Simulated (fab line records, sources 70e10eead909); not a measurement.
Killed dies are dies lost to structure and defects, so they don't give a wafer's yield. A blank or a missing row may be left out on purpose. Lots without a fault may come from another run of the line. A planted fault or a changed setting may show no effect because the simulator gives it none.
Chamber matching | flow nand_harc | NHARC_A_M0_CMP_23 on cmp-02: 4 sister chambers
The step polishes, t overpolish 20 s, target thk 113.75 nm. 20 wafers are shown with their chamber, then 10 later ones without.

WAFERS WITH THEIR CHAMBER
wafer  | chamber | motor_current_A (A) | time_to_endpoint_s (s) | slurry_flow_ml_min
L074.2 | 2       | 13.0                | 29.8                   | 150.9
L074.3 | 3       | 12.2                | 28.9                   | 150.4
L074.5 | 1       | 10.6                | 27.3                   | 149.5
L076.1 | 0       | 11.0                | 26.3                   | 149.0
L076.2 | 3       | 11.8                | 26.1                   | 150.2
L076.6 | 1       | 11.2                | 27.4                   | 150.4
L079.1 | 1       | 10.4                | 31.6                   | 149.7
L079.3 | 0       | 11.0                | 32.8                   | 150.2
L079.6 | 0       | 11.1                | 31.7                   | 149.5
L081.3 | 0       | 10.9                | 30.8                   | 150.6
L081.5 | 0       | 10.6                | 29.0                   | 149.8
L081.6 | 1       | 11.2                | 29.7                   | 150.6
L085.1 | 0       | 10.8                | 28.7                   | 150.7
L085.3 | 3       | 12.1                | 28.7                   | 149.7
L085.6 | 3       | 11.8                | 29.2                   | 150.2
L086.1 | 2       | 12.7                | 28.6                   | 149.7
L086.5 | 1       | 10.8                | 30.4                   | 150.3
L086.6 | 0       | 10.3                | 29.4                   | 149.9
L087.3 | 2       | 13.0                | 32.6                   | 150.6
L087.4 | 3       | 12.0                | 26.2                   | 150.2

SIGNATURES (means of the wafers above)
reading            | chamber 0 | chamber 1 | chamber 2 | chamber 3 | scatter within a chamber
motor_current_A    | 10.814    | 10.840    | 12.900    | 11.980    | 0.27
time_to_endpoint_s | 29.814    | 29.280    | 30.333    | 27.820    | 1.94
slurry_flow_ml_min | 149.957   | 150.100   | 150.400   | 150.140   | 0.508
Rule: a wafer's distance from a chamber is the root of the sum, over the readings, of the square of ((its reading less the chamber's mean) divided by the reading's scatter). The wafer belongs to the nearest chamber; if the next one is less than 2 further off, it can't be placed. The scatter: the root of (the sum of the squares of (reading less its chamber's mean) over the shown wafers, divided by (wafers less chambers)).

WAFERS WITHOUT THEIR CHAMBER
wafer  | motor_current_A (A) | time_to_endpoint_s (s) | slurry_flow_ml_min
L087.6 | 10.8                | 29.4                   | 150.0
L091.1 | 11.3                | 31.2                   | 150.2
L091.2 | 13.0                | 29.8                   | 149.9
L091.3 | 10.5                | 29.6                   | 150.2
L089.3 | 10.7                | 29.8                   | 150.8
L089.4 | 10.5                | 28.4                   | 150.1
L089.6 | 11.1                | 27.6                   | 150.1
L092.4 | 12.8                | 30.3                   | 149.7
L092.5 | 10.9                | 29.7                   | 149.1
L092.6 | 11.9                | 28.6                   | 149.8

WHICH CHAMBER EACH WENT THROUGH
wafer  | from the rows above          | in truth
L087.6 | can't be placed: 0 or 1      | 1
L091.1 | can't be placed: 1 or 0 or 3 | 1
L091.2 | 2                            | 2
L091.3 | can't be placed: 0 or 1      | 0
L089.3 | can't be placed: 1 or 0      | 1
L089.4 | can't be placed: 1 or 0      | 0
L089.6 | can't be placed: 1 or 0 or 3 | 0
L092.4 | can't be placed: 2 or 3      | 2
L092.5 | can't be placed: 0 or 1      | 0
L092.6 | 3                            | 3
Placed correctly: 2 of 10. Can't be placed from these rows: 8 (the true chamber is among the candidates in 8). Placed wrongly: 0.
